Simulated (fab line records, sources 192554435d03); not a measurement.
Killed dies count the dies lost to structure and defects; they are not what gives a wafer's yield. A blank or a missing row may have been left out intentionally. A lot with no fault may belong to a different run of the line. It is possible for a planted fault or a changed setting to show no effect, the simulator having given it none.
8D (eight disciplines) problem report, filled in by code / flow n5 finfet / the parts of the form that need people (team, actions taken, sign-off) are left out

== 1. THE PROBLEM ==
At N5_BEOL_M6_ETCH_41, run length s averages 97.2 s over 3 wafers from 2 lots, while fault-free wafers read 75.2 s, standard deviation 0.42. Relative to the usual mean, that is a shift of +52 standard deviations.
The step: etches SiCN in CH3F/O2, target depth 29.7 nm, time 52 s.
Seen first at day 10 22:50 on rie diel-04, wafer L897.2. The record has a number at this step for 29 wafers belonging to 11 lots. Rule for "out", or "out of limits": more than 4 standard deviations from the usual mean. The other wafers with a number count as sound.

== 2. WHAT THIS IS AND IS NOT ==
question=which readings at this step | is=run length s | is not=bias w, drypump motor current A, oes product au, rf vpp V, showerhead plenum p Torr, throttle valve pct
question=which lots | is=L897, L904 | is not=L886, L888, L889, L890, L892, L894, L905, L906, L908
question=which wafers of those lots | is=L897.2, L897.3, L904.2 | is not=L897.6, L904.6
question=read on which tools | is=rie diel-04 | is not=rie diel-02, rie diel-06
question=when | is=from day 10 22:50 | is not=up to then (16 sound wafers); but 10 sound wafers of L904, L905, L906, L908 came after

== 3. THE SUSPECTS, EACH WITH WHAT RULES IT OUT ==
Counting: a tool at a process step up to the reading stays a suspect if it ran every lot that is out. Sound lots after the first of them don't rule it out here, since some wafers of a struck lot are sound.
- rie diel-04 at N5_BEOL_M6_ETCH_72 (etches underlayer in N2/H2, target depth 6.5 nm, time 5.2 s): kept. Every lot that is out went through it, the first being L897 (day 10 22:34); the last sound lot it ran before that was L892 (day 9 18:50).
- rie diel-04 at N5_BEOL_M6_STRIP_36 (strips in N2/H2): kept. Every lot that is out went through it, the first being L897 (day 10 22:46); the last sound lot it ran before that was L892 (day 9 19:02).
- rie diel-04 at N5_BEOL_M6_ETCH_41 (etches SiCN in CH3F/O2, target depth 29.7 nm, time 52 s): kept. Every lot that is out went through it, the first being L897 (day 10 22:50); the last sound lot it ran before that was L892 (day 9 19:07). On those wafers its own readings are out: run length s.
- Within rie diel-04 at N5_BEOL_M6_ETCH_72: the wafers that are out ran in chambers 0, 1; their sound lot-mates ran in chamber 2.
- Within rie diel-04 at N5_BEOL_M6_STRIP_36: the wafers that are out ran in chambers 0, 1; their sound lot-mates ran in chamber 2.
- Within rie diel-04 at N5_BEOL_M6_ETCH_41: the wafers that are out ran in chambers 0, 1; their sound lot-mates ran in chamber 2.
Still standing after the count: rie diel-04 at N5_BEOL_M6_ETCH_72, rie diel-04 at N5_BEOL_M6_STRIP_36, rie diel-04 at N5_BEOL_M6_ETCH_41.

== 4. THE CAUSE (what the simulator had put in) ==
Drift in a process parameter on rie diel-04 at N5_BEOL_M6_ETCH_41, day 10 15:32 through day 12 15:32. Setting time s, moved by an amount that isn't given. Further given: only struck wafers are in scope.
Counting left 3 suspects, and this tool is among them.

== 5. THE CHAIN OF EFFECTS, in route order ==
One row per reading whose mean, taken over the struck wafers that have a number, lies over 3 standard deviations from the usual. Only readings for which the record gives a usual standard deviation are gone through. hours: the time from each lot's start at the first step in this table that gives one to its start at this step, as a median over the lots. sigmas: the change in usual standard deviations.
hours=0; step=N5_BEOL_M6_ETCH_41; reading=run length s; usual=75.2 s; on struck wafers=97.2; change=+22.0; sigmas=+52
It contains these process steps:
- N5_BEOL_M6_ETCH_41: etches SiCN in CH3F/O2, target depth 29.7 nm, time 52 s.

== 6. HOW IT WOULD HAVE BEEN CAUGHT EARLIER ==
7 hours passed between the start of the fault at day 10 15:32 and the first reading out of limits in this record, taken at day 10 22:50.
